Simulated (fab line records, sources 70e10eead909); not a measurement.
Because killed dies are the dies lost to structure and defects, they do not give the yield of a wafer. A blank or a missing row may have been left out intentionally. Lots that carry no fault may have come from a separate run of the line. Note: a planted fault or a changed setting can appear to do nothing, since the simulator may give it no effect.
Matching of chambers | flow nand-harc | 4 sister chambers for NHARC_A_CHANNEL_FILL_D2_ALD_16 on ald-hk-02
The step deposits SiO2, target thk 1.5 nm, pulse time 10 s, ald cycles 15. 4 wafers are shown with their chamber, then 8 later ones without.

== EACH WAFER AND ITS CHAMBER ==
wafer  | chamber | heater-power-w (W)
L302.4 | 3       | 407
L312.5 | 2       | 518
L312.6 | 1       | 555
L311.1 | 0       | 413

== WAFERS WITH NO CHAMBER GIVEN ==
wafer  | heater-power-w (W)
L311.3 | 389
L311.4 | 561
L313.1 | 403
L313.2 | 558
L313.3 | 508
L315.2 | 519
L315.3 | 425
L315.4 | 535

== WHICH CHAMBER EACH ONE RAN IN ==
wafer  | from the rows above     | in truth
L311.3 | can't be placed: 3 or 0 | 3
L311.4 | 1                       | 1
L313.1 | can't be placed: 3 or 0 | 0
L313.2 | 1                       | 1
L313.3 | 2                       | 2
L315.2 | 2                       | 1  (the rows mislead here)
L315.3 | can't be placed: 0 or 3 | 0
L315.4 | can't be placed: 2 or 1 | 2
3 of 8 placed correctly. From these rows, 4 cannot be placed; in 4 the true chamber is one of the candidates. 1 placed wrongly.
How it was worked out, from the rows above alone: a wafer's distance from a chamber is the root of the sum, over the readings, of the square of ((its reading less the chamber's mean) divided by the reading's scatter). The wafer belongs to the nearest chamber; if the next one is less than 2 further off, it can't be placed. A chamber's mean is the mean of its shown wafers. The scatter: with one shown wafer a chamber, the root of the mean of the squares of how far each hidden wafer lies from its nearest shown one.
